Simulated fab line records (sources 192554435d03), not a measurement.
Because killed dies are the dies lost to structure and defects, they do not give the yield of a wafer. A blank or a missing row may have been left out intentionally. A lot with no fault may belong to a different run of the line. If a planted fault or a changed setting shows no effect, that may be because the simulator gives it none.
Chamber matching -- flow n5_finfet -- 4 sister chambers for N5_DUMMY_REMOVAL_STRIP_10 on rie_diel-06
The step strips in N2/H2, time 40 s. 22 wafers are shown with their chamber, then 11 later ones without.

== EACH WAFER AND ITS CHAMBER ==
wafer,chamber,showerhead_plenum_p_Torr (Torr),drypump_motor_current_A (A),throttle_valve_pct (%)
L074.2,3,3.58,5.4,11.7
L074.4,0,3.45,6.0,12.2
L074.5,3,3.58,5.4,11.7
L076.3,0,3.45,6.1,12.2
L076.5,1,3.34,5.5,12.5
L076.6,0,3.45,6.0,12.2
L080.3,1,3.34,5.5,12.5
L080.4,3,3.58,5.4,11.7
L080.6,2,3.40,5.4,12.5
L081.3,1,3.34,5.5,12.5
L081.4,0,3.44,6.0,12.3
L081.6,2,3.40,5.3,12.5
L084.2,2,3.40,5.4,12.5
L084.3,0,3.44,6.1,12.2
L084.4,3,3.57,5.4,11.7
L087.1,1,3.34,5.5,11.9
L087.2,3,3.57,5.4,11.7
L087.4,2,3.39,5.4,12.6
L089.1,0,3.43,6.1,12.3
L089.4,1,3.33,5.5,11.9
L089.6,1,3.33,5.5,11.9
L090.1,1,3.33,5.5,11.9

SIGNATURES, as means of the wafers listed above
reading,chamber 0,chamber 1,chamber 2,chamber 3,scatter within a chamber
showerhead_plenum_p_Torr,3.4433,3.3357,3.3975,3.5760,0.00624
drypump_motor_current_A,6.050,5.500,5.375,5.400,0.0354
throttle_valve_pct,12.233,12.157,12.525,11.700,0.188
Rule: a wafer lies at a distance from a chamber equal to the root of the sum of squares, over the readings, of (its reading less the chamber's mean, divided by the reading's scatter). The wafer belongs to the nearest chamber; if the next one is less than 2 further off, it can't be placed. The scatter: the root of (the sum of the squares of (reading less its chamber's mean) over the shown wafers, divided by (wafers less chambers)).

== WAFERS WITH NO CHAMBER GIVEN ==
wafer,showerhead_plenum_p_Torr (Torr),drypump_motor_current_A (A),throttle_valve_pct (%)
L090.3,3.43,6.1,12.3
L090.5,3.43,6.1,12.3
L091.2,3.39,5.4,12.6
L091.4,3.56,5.4,11.8
L091.6,3.43,6.1,12.3
L095.1,3.33,5.5,12.0
L095.2,3.56,5.4,11.8
L095.5,3.33,5.5,12.0
L096.2,3.38,5.4,12.6
L096.4,3.56,5.4,11.8
L096.6,3.38,5.4,12.6

== CHAMBER TAKEN BY EACH ==
wafer,from the rows above,in truth
L090.3,0,0
L090.5,0,0
L091.2,2,2
L091.4,3,3
L091.6,0,0
L095.1,1,1
L095.2,3,3
L095.5,1,1
L096.2,2,2
L096.4,3,3
L096.6,2,2
Correct placement for 11 of the 11. From these rows, 0 cannot be placed. Wrongly placed: 0.
